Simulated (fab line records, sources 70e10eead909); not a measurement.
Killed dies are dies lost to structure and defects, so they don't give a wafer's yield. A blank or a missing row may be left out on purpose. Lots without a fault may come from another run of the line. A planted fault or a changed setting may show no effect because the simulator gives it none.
Which tool did it? | flow nand_harc | 24 lots, 72 wafers sampled, at 4 steps of a route of 1302

WHAT THE GAUGES READ, wafer by wafer
NHARC_P_GATE_CD_MEAS_11: target cd 1640 nm. Usual: cd_nm 1639.3 nm, standard deviation 2.8.
lot  | measured     | on        | cd_nm (nm)           | flag
L074 | day 4 10:05  | cd_sem-01 | 1641.4 1644.8 1641.2 |
L075 | day 4 23:58  | cd_sem-02 | 1639.0 1638.3 1637.2 |
L076 | day 5 03:35  | cd_sem-03 | 1641.2 1639.7 1638.3 |
L077 | day 5 10:52  | cd_sem-03 | 1640.5 1643.8 1640.7 |
L078 | day 6 03:17  | cd_sem-03 | 1639.7 1640.9 1639.6 |
L079 | day 6 09:27  | cd_sem-03 | 1634.7 1636.5 1638.2 |
L080 | day 6 22:58  | cd_sem-03 | 1636.9 1635.7 1636.0 |
L081 | day 7 06:38  | cd_sem-01 | 1642.8 1642.0 1645.2 |
L082 | day 7 20:59  | cd_sem-01 | 1636.1 1637.3 1636.5 |
L083 | day 8 05:29  | cd_sem-02 | 1643.4 1641.1 1643.1 |
L084 | day 8 13:07  | cd_sem-03 | 1639.7 1642.9 1635.6 |
L085 | day 8 22:35  | cd_sem-01 | 1633.2 1634.7 1636.3 |
L086 | day 9 11:35  | cd_sem-02 | 1637.3 1641.0 1638.8 |
L087 | day 9 17:35  | cd_sem-01 | 1643.1 1640.4 1639.2 |
L088 | day 10 11:37 | cd_sem-01 | 1640.3 1641.4 1641.3 |
L089 | day 10 11:46 | cd_sem-03 | 1642.8 1641.3 1639.3 |
L090 | day 11 02:27 | cd_sem-01 | 1633.7 1635.8 1641.4 |
L091 | day 11 07:55 | cd_sem-03 | 1637.3 1639.7 1639.9 |
L092 | day 11 18:36 | cd_sem-03 | 1640.5 1642.6 1640.2 |
L093 | day 12 07:11 | cd_sem-03 | 1636.2 1642.9 1637.5 |
L094 | day 12 14:59 | cd_sem-02 | 1636.1 1635.8 1637.7 |
L095 | day 13 02:38 | cd_sem-01 | 1637.2 1643.3 1640.2 |
L096 | day 13 13:50 | cd_sem-02 | 1645.2 1641.1 1638.2 |
L097 | day 13 19:08 | cd_sem-03 | 1640.0 1636.5 1635.6 |

WHICH TOOL RAN EACH LOT (tool, then ch and the chambers of the sampled wafers, then the start)
lot  | NHARC_P_ZERO_WELL_ETCH_62                     | NHARC_P_STI_ETCH_31                           | NHARC_P_STI_CMP_21
L074 | rie_diel-08 ch 0,2, day 3 16:48 or earlier    | rie_diel-07 ch 0,3, day 3 16:48 or earlier    | cmp-04 ch 0,1,3, day 3 16:48
L075 | rie_diel-06 ch 1,3, day 4 07:13 or earlier    | rie_diel-07 ch 0,1, day 4 07:13 or earlier    | cmp-01 ch 0,1,2, day 4 07:13
L076 | rie_diel-06 ch 0,2,3, day 4 11:02 or earlier  | rie_diel-03 ch 2,3, day 4 11:02 or earlier    | cmp-03 ch 0,1,2, day 4 11:02
L077 | rie_diel-08 ch 0,1,2, day 4 18:35 or earlier  | rie_diel-03 ch 0,1, day 4 18:35 or earlier    | cmp-04 ch 0,3, day 4 18:35
L078 | rie_diel-08 ch 0,3, day 5 10:32 or earlier    | rie_diel-07 ch 0,1,2, day 5 10:32 or earlier  | cmp-03 ch 0,2,3, day 5 10:32
L079 | rie_diel-06 ch 0,1,3, day 5 15:06 or earlier  | rie_diel-11 ch 0,1,2, day 5 15:06 or earlier  | cmp-03 ch 0,1,3, day 5 15:06
L080 | rie_diel-06 ch 0,3, day 6 03:00 or earlier    | rie_diel-11 ch 0,3, day 6 03:00 or earlier    | cmp-04 ch 0,1, day 6 03:00
L081 | rie_diel-08 ch 1,2, day 6 14:08 or earlier    | rie_diel-03 ch 0,1,2, day 6 14:08 or earlier  | cmp-04 ch 0,1, day 6 14:08
L082 | rie_diel-08 ch 0,3, day 7 02:26 or earlier    | rie_diel-11 ch 0,2,3, day 7 02:26 or earlier  | cmp-01 ch 0,2,3, day 7 02:26
L083 | rie_diel-08 ch 0,1,3, day 7 12:41 or earlier  | rie_diel-07 ch 0,1,2, day 7 12:41 or earlier  | cmp-01 ch 1,3, day 7 12:41
L084 | rie_diel-10 ch 0,1,2, day 7 20:10 or earlier  | rie_diel-07 ch 0,2, day 7 20:10 or earlier    | cmp-03 ch 0,1,3, day 7 20:10
L085 | rie_diel-08 ch 0,1, day 8 06:28 or earlier    | rie_diel-03 ch 2,3, day 8 06:28 or earlier    | cmp-01 ch 0,2,3, day 8 06:28
L086 | rie_diel-08 ch 0,1,2, day 8 18:43 or earlier  | rie_diel-11 ch 0,2,3, day 8 18:43 or earlier  | cmp-03 ch 1,2,3, day 8 18:43
L087 | rie_diel-06 ch 0,1,3, day 9 01:07 or earlier  | rie_diel-11 ch 1,2,3, day 9 01:07 or earlier  | cmp-04 ch 1,2,3, day 9 01:07
L088 | rie_diel-06 ch 0,3, day 9 17:35 or earlier    | rie_diel-07 ch 0,3, day 9 17:35 or earlier    | cmp-01 ch 0,1,2, day 9 17:35
L089 | rie_diel-06 ch 2,3, day 9 17:34 or earlier    | rie_diel-03 ch 0,1,2, day 9 17:34 or earlier  | cmp-04 ch 0,1,2, day 9 17:34
L090 | rie_diel-10 ch 0,1, day 10 09:39 or earlier   | rie_diel-03 ch 1,2, day 10 09:39 or earlier   | cmp-03 ch 2,3, day 10 09:39
L091 | rie_diel-06 ch 0,2,3, day 10 14:09 or earlier | rie_diel-07 ch 0,1,3, day 10 14:09 or earlier | cmp-01 ch 0,1,2, day 10 14:09
L092 | rie_diel-08 ch 1,2,3, day 11 02:08 or earlier | rie_diel-03 ch 1,2,3, day 11 02:08 or earlier | cmp-03 ch 0,1,3, day 11 02:08
L093 | rie_diel-06 ch 0,1,3, day 11 14:53 or earlier | rie_diel-07 ch 0,1,3, day 11 14:53 or earlier | cmp-03 ch 2,3, day 11 14:53
L094 | rie_diel-10 ch 0,1,2, day 11 21:43 or earlier | rie_diel-07 ch 0,1,3, day 11 21:43 or earlier | cmp-01 ch 1,2,3, day 11 21:43
L095 | rie_diel-06 ch 1,2,3, day 12 08:38 or earlier | rie_diel-07 ch 0,1,2, day 12 08:38 or earlier | cmp-03 ch 0,3, day 12 08:38
L096 | rie_diel-06 ch 1,3, day 12 18:58 or earlier   | rie_diel-11 ch 0,3, day 12 18:58 or earlier   | cmp-03 ch 0,1,3, day 12 18:58
L097 | rie_diel-08 ch 0,1,2, day 13 02:59 or earlier | rie_diel-11 ch 0,3, day 13 02:59 or earlier   | cmp-03 ch 0,2, day 13 02:59
- NHARC_P_ZERO_WELL_ETCH_62: etches the open film in CHF3/Ar, target depth 13 nm, time 6.5 s.
- NHARC_P_STI_ETCH_31: etches the open film in CF4/CHF3, target depth 108.9 nm, time 54.5 s.
- NHARC_P_STI_CMP_21: polishes, t overpolish 20 s, target thk 380.67 nm.

WHAT THE TOOLS THEMSELVES READ (means of the sampled wafers that have a number; where no wafer has one, the mark that the record gives instead)
NHARC_P_ZERO_WELL_ETCH_62. Usual: drypump_motor_current_A 5.8 A, standard deviation 0.46; oes_product_au 0.961 a.u., standard deviation 0.018; rf_vpp_V 369.9 V, standard deviation 2.5; showerhead_plenum_p_Torr 2.31 Torr, standard deviation 0.095; throttle_valve_pct 20.217 %, standard deviation 0.0095.
lot  | tool        | drypump_motor_current_A (A) | oes_product_au (a.u.) | rf_vpp_V (V) | showerhead_plenum_p_Torr (Torr) | throttle_valve_pct (%) | flag
L074 | rie_diel-08 | 6.2                         | 0.954                 | 370.5        | 2.34                            | 20.218                 |
L075 | rie_diel-06 | 6.0                         | 0.967                 | 369.1        | 2.30                            | 20.219                 |
L076 | rie_diel-06 | 6.2                         | 0.957                 | 369.5        | 2.28                            | 20.217                 |
L077 | rie_diel-08 | 6.0                         | 0.989                 | 371.1        | 2.34                            | 20.219                 |
L078 | rie_diel-08 | 5.7                         | 0.976                 | 369.7        | 2.29                            | 20.214                 |
L079 | rie_diel-06 | 6.0                         | 0.970                 | 370.0        | 2.30                            | 20.216                 |
L080 | rie_diel-06 | 6.2                         | 0.981                 | 369.5        | 2.32                            | 20.214                 |
L081 | rie_diel-08 | 6.0                         | 0.980                 | 372.1        | 2.39                            | 20.217                 |
L082 | rie_diel-08 | 5.4                         | 0.956                 | 371.0        | 2.36                            | 20.219                 |
L083 | rie_diel-08 | 5.6                         | 0.965                 | 370.1        | 2.35                            | 20.219                 |
L084 | rie_diel-10 | 5.2                         | 0.955                 | 369.5        | 2.30                            | 20.220                 |
L085 | rie_diel-08 | 5.7                         | 0.943                 | 370.7        | 2.33                            | 20.214                 |
L086 | rie_diel-08 | 6.0                         | 0.980                 | 370.5        | 2.33                            | 20.218                 |
L087 | rie_diel-06 | 6.0                         | 0.968                 | 369.6        | 2.29                            | 20.218                 |
L088 | rie_diel-06 | 6.2                         | 0.960                 | 370.3        | 2.31                            | 20.210                 |
L089 | rie_diel-06 | 6.2                         | 0.955                 | 368.7        | 2.27                            | 20.204                 |
L090 | rie_diel-10 | 5.2                         | 0.930                 | 368.9        | 2.29                            | 20.219                 |
L091 | rie_diel-06 | 6.2                         | 0.947                 | 367.7        | 2.26                            | 20.216                 |
L092 | rie_diel-08 | 5.6                         | 0.971                 | 372.1        | 2.40                            | 20.217                 |
L093 | rie_diel-06 | 5.9                         | 0.956                 | 369.3        | 2.29                            | 20.214                 |
L094 | rie_diel-10 | 5.2                         | 0.974                 | 369.4        | 2.28                            | 20.206                 |
L095 | rie_diel-06 | 6.0                         | 0.940                 | 369.1        | 2.24                            | 20.219                 |
L096 | rie_diel-06 | 5.7                         | 0.947                 | 368.6        | 2.27                            | 20.220                 |
L097 | rie_diel-08 | 6.0                         | 0.959                 | 369.8        | 2.32                            | 20.214                 |

NHARC_P_STI_ETCH_31. Usual: drypump_motor_current_A 5.9 A, standard deviation 0.5; oes_product_au 0.966 a.u., standard deviation 0.017; rf_vpp_V 370.6 V, standard deviation 2; showerhead_plenum_p_Torr 1.58 Torr, standard deviation 0.057; throttle_valve_pct 16.803 %, standard deviation 0.0083.
lot  | tool        | drypump_motor_current_A (A) | oes_product_au (a.u.) | rf_vpp_V (V) | showerhead_plenum_p_Torr (Torr) | throttle_valve_pct (%) | flag
L074 | rie_diel-07 | 6.3                         | 0.990                 | 369.7        | 1.56                            | 16.801                 |
L075 | rie_diel-07 | 5.7                         | 0.981                 | 368.1        | 1.51                            | 16.802                 |
L076 | rie_diel-03 | 5.6                         | 0.953                 | 371.9        | 1.60                            | 16.800                 |
L077 | rie_diel-03 | 5.9                         | 0.976                 | 371.0        | 1.59                            | 16.801                 |
L078 | rie_diel-07 | 5.7                         | 0.973                 | 368.3        | 1.51                            | 16.808                 |
L079 | rie_diel-11 | 6.1                         | 0.960                 | 371.4        | 1.60                            | 16.804                 |
L080 | rie_diel-11 | 5.9                         | 0.958                 | 370.6        | 1.58                            | 16.809                 |
L081 | rie_diel-03 | 5.9                         | 0.955                 | 372.8        | 1.62                            | 16.805                 |
L082 | rie_diel-11 | 6.0                         | 0.957                 | 371.2        | 1.60                            | 16.807                 |
L083 | rie_diel-07 | 5.7                         | 0.955                 | 368.2        | 1.51                            | 16.798                 |
L084 | rie_diel-07 | 5.7                         | 0.961                 | 368.2        | 1.51                            | 16.799                 |
L085 | rie_diel-03 | 5.9                         | 0.948                 | 372.6        | 1.61                            | 16.798                 |
L086 | rie_diel-11 | 6.0                         | 0.954                 | 371.8        | 1.60                            | 16.804                 |
L087 | rie_diel-11 | 6.2                         | 0.966                 | 371.6        | 1.64                            | 16.809                 |
L088 | rie_diel-07 | 6.3                         | 0.968                 | 370.7        | 1.56                            | 16.801                 |
L089 | rie_diel-03 | 5.9                         | 0.954                 | 371.6        | 1.62                            | 16.809                 |
L090 | rie_diel-03 | 6.2                         | 0.962                 | 371.3        | 1.61                            | 16.804                 |
L091 | rie_diel-07 | 6.0                         | 0.984                 | 369.2        | 1.54                            | 16.795                 |
L092 | rie_diel-03 | 5.9                         | 0.960                 | 371.0        | 1.59                            | 16.800                 |
L093 | rie_diel-07 | 6.0                         | 0.994                 | 369.1        | 1.54                            | 16.806                 |
L094 | rie_diel-07 | 6.0                         | 0.991                 | 369.8        | 1.54                            | 16.803                 |
L095 | rie_diel-07 | 5.7                         | 0.973                 | 368.7        | 1.51                            | 16.794                 |
L096 | rie_diel-11 | 6.1                         | 0.981                 | 371.4        | 1.61                            | 16.798                 |
L097 | rie_diel-11 | 5.9                         | 0.975                 | 370.7        | 1.58                            | 16.806                 |

NHARC_P_STI_CMP_21. Usual: motor_current_A 11.6 A, standard deviation 0.99; overpolish_run_s 20.000 s, standard deviation 0.0089.
lot  | tool   | motor_current_A (A) | overpolish_run_s (s) | flag
L074 | cmp-04 | 11.8                | 20.000               |
L075 | cmp-01 | 11.0                | 20.000               |
L076 | cmp-03 | 11.6                | 19.996               |
L077 | cmp-04 | 11.5                | 19.998               |
L078 | cmp-03 | 12.0                | 20.000               |
L079 | cmp-03 | 11.4                | 20.001               |
L080 | cmp-04 | 11.7                | 20.001               |
L081 | cmp-04 | 11.9                | 20.002               |
L082 | cmp-01 | 11.7                | 19.999               |
L083 | cmp-01 | 11.1                | 20.002               |
L084 | cmp-03 | 11.3                | 19.997               |
L085 | cmp-01 | 11.5                | 19.999               |
L086 | cmp-03 | 11.1                | 20.004               |
L087 | cmp-04 | 12.6                | 20.001               |
L088 | cmp-01 | 11.1                | 20.002               |
L089 | cmp-04 | 13.0                | 20.005               |
L090 | cmp-03 | 11.6                | 20.007               |
L091 | cmp-01 | 11.5                | 19.991               |
L092 | cmp-03 | 11.2                | 20.004               |
L093 | cmp-03 | 11.7                | 19.998               |
L094 | cmp-01 | 11.3                | 19.998               |
L095 | cmp-03 | 11.8                | 20.000               |
L096 | cmp-03 | 11.3                | 20.005               |
L097 | cmp-03 | 12.2                | 19.993               |

THE ANSWER, worked out from the rows above alone
Rule: a lot is off if the mean of its wafers that have a number lies more than 3 standard deviations from the usual mean. A lot without any number at a reading at which 4 lots or more have one is off too. The other lots that the step has rows for count as sound. The gauges are gone through in route order, then the tools' own readings, and for those a lot's mean is taken as printed above. The first step at which some lot is off is used, and at that step the reading that is off furthest; a lot without a number counts as furthest.
No lot is off at any reading shown: from this, nothing can be told.

WHAT THE SIMULATOR HAD PUT IN
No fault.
